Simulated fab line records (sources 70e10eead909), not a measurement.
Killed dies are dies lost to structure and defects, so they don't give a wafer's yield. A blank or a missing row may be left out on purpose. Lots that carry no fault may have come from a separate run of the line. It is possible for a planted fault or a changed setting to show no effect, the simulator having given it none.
Problem report, 8D (eight disciplines) form, completed by code	flow nand-harc	the parts of the form that need people (team, actions taken, sign-off) are left out

## 1. WHAT IS WRONG
Wafers without a fault read 0.996 a.u., standard deviation 0.0098; oes-product-au at NHARC_A_CONTACT_ETCH_110 reads a mean of 0.905 a.u. on 2 wafers belonging to 2 lots. That is -9.3 standard deviations from the usual mean.
The step: etches the open film in CF4/O2, target depth 60 nm, overetch 6 nm, time 33 s.
The first sign was on wafer L980.5 at day 28 09:53, on rie-diel-06. At this step, 39 wafers from 13 lots have a number in the record. The rule behind "out" and "out of limits": a value lying over 4 standard deviations away from the usual mean. Any other wafer with a number is counted as sound.

## 2. WHAT IT IS, WHAT IT ISN'T
question	is	is not
which readings at this step	oes-product-au	chamber-pressure-mTorr, drypump-motor-current-A, mfc-ar-sccm, rf-vpp-V, showerhead-plenum-p-Torr
which lots	L980, L982	L966, L967, L968, L969, L970, L971, L972, L973, L974, L988, L989
which wafers of those lots	L980.5, L982.2	L980.1, L980.6, L982.1, L982.5
read on which tools	rie-diel-06	rie-diel-07, rie-diel-11
when	from day 28 09:53	up to then (29 sound wafers); but 8 sound wafers of L982, L988, L989 came after

## 3. THE SUSPECTS, EACH WITH WHAT RULES IT OUT
Counting: if a tool at a process step up to the reading ran every lot that is out, it stays a suspect. Sound lots after the first of them don't rule it out here, since some wafers of a struck lot are sound.
- rie-diel-06 at NHARC_A_CONTACT_ETCH_92 (etches the open film in CH3F/O2, target depth 40 nm, time 85.7 s): kept. It ran every lot that is out, first L980 (day 28 09:23); its last sound lot up to then is L973 (day 26 07:03).
- rie-diel-06 at NHARC_A_CONTACT_ETCH_110 (etches the open film in CF4/O2, target depth 60 nm, overetch 6 nm, time 33 s): kept. It ran every lot that is out, first L980 (day 28 09:53); its last sound lot up to then is L974 (day 25 15:26). Its own readings are out on those wafers: oes-product-au.
- Within rie-diel-06 at NHARC_A_CONTACT_ETCH_92: the wafers that are out ran in chambers 1, 2; their sound lot-mates ran in chamber 3.
- rie-diel-06, NHARC_A_CONTACT_ETCH_110: wafers that are out in chamber 0, sound lot-mates in chambers 2, 3.
Remaining after the count are rie-diel-06 at NHARC_A_CONTACT_ETCH_92 and rie-diel-06 at NHARC_A_CONTACT_ETCH_110.

## 4. THE CAUSE (what the simulator had put in)
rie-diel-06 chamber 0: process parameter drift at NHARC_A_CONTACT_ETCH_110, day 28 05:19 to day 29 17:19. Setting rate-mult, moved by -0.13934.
Counting left 2 suspects, and this tool is among them.

## 5. THE CHAIN OF EFFECTS, in route order
One row per reading whose mean, taken over the struck wafers that have a number, lies over 3 standard deviations from the usual. Only readings for which the record gives a usual standard deviation are gone through. hours: the time from each lot's start at the first step in this table that gives one to its start at this step, as a median over the lots. sigmas: the change in usual standard deviations.
hours	step	reading	usual	on struck wafers	change	sigmas
0	NHARC_A_CONTACT_ETCH_110	oes-product-au	0.996 a.u.	0.905	-0.091	-9.3
Here are the process steps it includes:
- NHARC_A_CONTACT_ETCH_110: etches the open film in CF4/O2, target depth 60 nm, overetch 6 nm, time 33 s.

## 6. WHAT WOULD HAVE CAUGHT IT SOONER
The fault began at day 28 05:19; the first out-of-limits reading in this record came at day 28 09:53, 5 hours later.
